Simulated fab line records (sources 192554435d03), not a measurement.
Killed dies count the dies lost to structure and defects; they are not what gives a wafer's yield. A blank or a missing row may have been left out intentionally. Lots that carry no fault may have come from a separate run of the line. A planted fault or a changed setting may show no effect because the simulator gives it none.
A sampling plan put to the test	flow n5_finfet	one fab line, 16 faults that these records tell of, each judged on the records of the lots that it struck
The plan is the line's own looks: the steps of the route at which a gauge or an inspection reads the wafer and doesn't change it. A look is open to judgement when struck wafers have a number at it and the file gives its usual mean and standard deviation on fault-free wafers. Caught: the struck wafers' mean, at a look after the fault's first step, is 4 or more of those standard deviations (sigma) away from the usual mean. On the tool: the test repeated on the tool's own readings taken at the fault's steps. Another recipe on the struck wafers, or a record that is blank for them alone, also counts as caught.

== THE FAULTS, as the simulator had put them in ==
1. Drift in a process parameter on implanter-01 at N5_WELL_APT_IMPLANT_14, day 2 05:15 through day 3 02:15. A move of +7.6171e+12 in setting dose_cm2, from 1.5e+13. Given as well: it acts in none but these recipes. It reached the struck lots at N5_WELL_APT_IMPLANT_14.
2. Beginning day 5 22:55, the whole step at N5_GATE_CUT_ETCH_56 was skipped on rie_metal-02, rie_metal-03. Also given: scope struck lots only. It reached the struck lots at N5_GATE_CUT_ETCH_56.
3. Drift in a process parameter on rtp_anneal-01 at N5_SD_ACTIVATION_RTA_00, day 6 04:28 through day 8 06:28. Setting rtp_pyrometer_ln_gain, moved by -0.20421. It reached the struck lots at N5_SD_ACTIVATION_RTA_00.
4. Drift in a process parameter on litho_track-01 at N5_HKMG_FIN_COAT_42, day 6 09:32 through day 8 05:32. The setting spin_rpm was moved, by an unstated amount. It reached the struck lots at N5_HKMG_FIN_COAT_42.
5. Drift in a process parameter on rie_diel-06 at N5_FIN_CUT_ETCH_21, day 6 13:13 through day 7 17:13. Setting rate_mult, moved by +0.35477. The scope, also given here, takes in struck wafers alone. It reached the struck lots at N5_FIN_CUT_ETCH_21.
6. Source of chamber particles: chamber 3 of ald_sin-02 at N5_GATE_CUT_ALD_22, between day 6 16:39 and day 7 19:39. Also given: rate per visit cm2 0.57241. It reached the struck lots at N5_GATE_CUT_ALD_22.
7. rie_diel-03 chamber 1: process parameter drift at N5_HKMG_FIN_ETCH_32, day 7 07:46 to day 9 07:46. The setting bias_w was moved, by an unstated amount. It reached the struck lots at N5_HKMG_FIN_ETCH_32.
8. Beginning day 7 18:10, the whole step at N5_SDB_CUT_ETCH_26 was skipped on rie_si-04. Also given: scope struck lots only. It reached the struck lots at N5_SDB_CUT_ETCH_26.
9. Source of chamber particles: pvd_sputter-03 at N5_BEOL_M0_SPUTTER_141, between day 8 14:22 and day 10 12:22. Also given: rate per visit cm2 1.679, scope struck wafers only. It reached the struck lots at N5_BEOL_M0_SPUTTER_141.
10. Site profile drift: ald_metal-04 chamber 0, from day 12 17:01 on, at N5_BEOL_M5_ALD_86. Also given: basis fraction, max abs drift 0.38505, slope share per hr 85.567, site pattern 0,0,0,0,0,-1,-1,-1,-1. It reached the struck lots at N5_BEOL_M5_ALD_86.
11. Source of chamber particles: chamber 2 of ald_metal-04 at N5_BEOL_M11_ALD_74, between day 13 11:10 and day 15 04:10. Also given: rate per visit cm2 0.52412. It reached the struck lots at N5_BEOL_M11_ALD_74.
12. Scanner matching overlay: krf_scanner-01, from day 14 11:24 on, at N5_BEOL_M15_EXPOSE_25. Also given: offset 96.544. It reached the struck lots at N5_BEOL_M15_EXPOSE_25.
13. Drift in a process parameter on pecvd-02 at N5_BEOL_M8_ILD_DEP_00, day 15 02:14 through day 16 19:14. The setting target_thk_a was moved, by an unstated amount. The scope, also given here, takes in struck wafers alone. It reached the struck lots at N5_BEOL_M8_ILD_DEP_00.
14. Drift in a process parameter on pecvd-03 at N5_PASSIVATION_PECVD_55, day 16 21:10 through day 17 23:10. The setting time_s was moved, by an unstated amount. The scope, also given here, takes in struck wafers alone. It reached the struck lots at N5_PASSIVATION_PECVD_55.
15. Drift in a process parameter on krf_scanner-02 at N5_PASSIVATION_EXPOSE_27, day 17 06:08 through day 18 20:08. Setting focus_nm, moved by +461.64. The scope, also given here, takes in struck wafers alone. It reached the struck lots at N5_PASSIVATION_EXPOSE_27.
16. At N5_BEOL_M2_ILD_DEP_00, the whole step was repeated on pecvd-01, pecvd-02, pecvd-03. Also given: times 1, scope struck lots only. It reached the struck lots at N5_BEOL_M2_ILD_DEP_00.

== WHAT THE PLAN SAW ==
fault	on the tool itself	first look that catches it	reading, sigma	median hours from its first step to that look	hours from the fault's start to the first struck lot there	judged looks passed uncaught
1	dose_ions_cm2 +99 or beyond sigma	N5_BEOL_M4_RC_MEAS_101	RS_NWELL -32	167.6	170	0
2	the tool's record is blank for the struck wafers	no look after it can be judged	-	-	-	0
3	lamp_zone_3_pct +16 sigma	N5_BEOL_M4_RC_MEAS_101	IOFF_N +19	137.3	134	0
4	spin_speed_rpm +79 sigma	not the one look that can be judged after it	-	-	-	1
5	under 2 sigma	not the one look that can be judged after it	-	-	-	1
6	under 2 sigma	no look after it can be judged	-	-	-	0
7	bias_w +13 sigma	not the one look that can be judged after it	-	-	-	1
8	the tool's record is blank for the struck wafers	no look after it can be judged	-	-	-	0
9	under 2 sigma	none of the 4 looks that can be judged after it	-	-	-	4
10	under 2 sigma	N5_BEOL_M15_RC_MEAS_101	COMB_M5_max_site +14	90.3	104	0
11	under 2 sigma	no look after it can be judged	-	-	-	0
12	under 2 sigma	N5_BEOL_M15_OVL_MEAS_29	M15_OVL +20	0.2	7	0
13	under 2 sigma	N5_BEOL_M8_THK_MEAS_01	M8_ILD_THK +11	1.0	6	0
14	under 2 sigma	not the one look that can be judged after it	-	-	-	1
15	under 2 sigma	N5_PASSIVATION_CD_MEAS_30	cd_nm +16	0.2	3	0
16	under 2 sigma	N5_BEOL_M2_THK_MEAS_01	M2_ILD_THK +71	0.3	-	0
A dash: the fault is not caught, or the number is missing from these records.

Caught at a look: 7 of 16. Caught on the tool: 6 of 16. By one or the other: 11 of 16.
On the tool alone, faults 2, 4, 7, 8 were caught.
Caught at a look alone: faults 10, 12, 13, 15, 16.
Caught by neither: faults 5, 6, 9, 11, 14.

== THINNER SAMPLING ==
Were the look that catches a fault to measure just every second or every third lot (counted by lot number), the first struck lot would, at worst, be measured this late:
fault	struck lots at that look, in order of time	every lot	every second lot	every third lot
1	L269, L271, L272	170 h	198 h	may miss all 3
3	L848, L847	134 h	153 h	may miss all 2
10	L707, L712	104 h	129 h	may miss all 2
12	L473, L475	7 h	may miss all 2	may miss all 2
13	L226, L228	6 h	may miss all 2	may miss all 2
15	L384, L383, L390	3 h	3 h	may miss all 3
Hours: fault start to first struck lot measured. 4 sigma limit: tested on the pooled struck wafers, so a lone lot may be under it. Other struck lots may not be in these records.

== THE LONGEST TIMED WAY FROM STEP TO LOOK ==
For fault 1, N5_WELL_APT_IMPLANT_14 and N5_BEOL_M4_RC_MEAS_101 are separated by a median of 167.6 hours. No look between them can be judged.
